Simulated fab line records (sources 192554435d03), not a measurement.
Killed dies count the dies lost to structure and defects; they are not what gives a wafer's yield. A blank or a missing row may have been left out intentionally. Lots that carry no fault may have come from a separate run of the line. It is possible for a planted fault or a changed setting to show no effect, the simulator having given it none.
Problem report in the 8D (eight disciplines) form, filled by code | flow n5_finfet | the parts of the form that need people (team, actions taken, sign-off) are left out

== 1. THE ISSUE ==
At N5_MOL_CONTACT_COAG_IMPLANT_129, dose_ions_cm2 averages 4e+14 over 6 wafers from 2 lots, while fault-free wafers read 6e+14, standard deviation 6.3e+11. So: -99 or more standard deviations from the usual mean.
First seen on wafer L402.3, day 7 11:26, on implanter-02. Wafers with a number at this step in the record: 27, from 9 lots. Rule for "out" (also "out of limits"): further than 4 standard deviations from the usual mean. Any other wafer with a number is counted as sound.

== 2. WHAT IT IS; WHAT IT IS NOT ==
question                    | is                       | is not
which readings at this step | dose_ions_cm2, beam_on_s | -
which lots                  | L402, L404               | L392, L393, L394, L395, L408, L413, L414
which wafers of those lots  | all that have a number   | -
read on which tools         | implanter-02             | implanter-01
when                        | from day 7 11:26         | up to then (12 sound wafers); but 9 sound wafers of L408, L413, L414 came after

== 3. WHAT RULES OUT EACH SUSPECT ==
Counting: a tool at any process step up to the reading remains a suspect when it ran all the lots that are out and ran no sound lot after the first of those.
- implanter-02 at N5_MOL_CONTACT_COAG_IMPLANT_129: ruled out as a lasting fault. The sound lots L414 went through it after L402, its earliest lot that is out (day 7 11:26).
Left after counting: nothing in the record.

== 4. THE CAUSE (what the simulator had put in) ==
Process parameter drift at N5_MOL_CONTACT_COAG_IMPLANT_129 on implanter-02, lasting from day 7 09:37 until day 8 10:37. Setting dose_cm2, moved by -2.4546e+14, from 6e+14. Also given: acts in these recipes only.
Counting ruled it out, wrongly.

== 5. THE EFFECT CHAIN, in route order ==
Rows list readings where the struck wafers' mean (over those with a number) sits beyond 3 standard deviations from the usual. Scope: only readings with a usual standard deviation given in the record; hours: median across lots of the time from each lot's start at the first step in this table that gives one to its start at this step; sigmas: change in usual standard deviations.
hours | step                            | reading       | usual  | on struck wafers | change | sigmas
0     | N5_MOL_CONTACT_COAG_IMPLANT_129 | beam_on_s     | 40.1 s | 24.2             | -15.9  | -11
0     | N5_MOL_CONTACT_COAG_IMPLANT_129 | dose_ions_cm2 | 6e+14  | 4e+14            | -2e+14 | -99 or more
The process steps in it:
- N5_MOL_CONTACT_COAG_IMPLANT_129
Later steps that measure or inspect, where all struck wafers having a row at the step show a number for every such reading and not one has moved that far: N5_BEOL_M4_RC_MEAS_101.

== 6. HOW IT WOULD HAVE BEEN CAUGHT EARLIER ==
2 hours passed between the start of the fault at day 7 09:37 and the first reading out of limits in this record, taken at day 7 11:26.
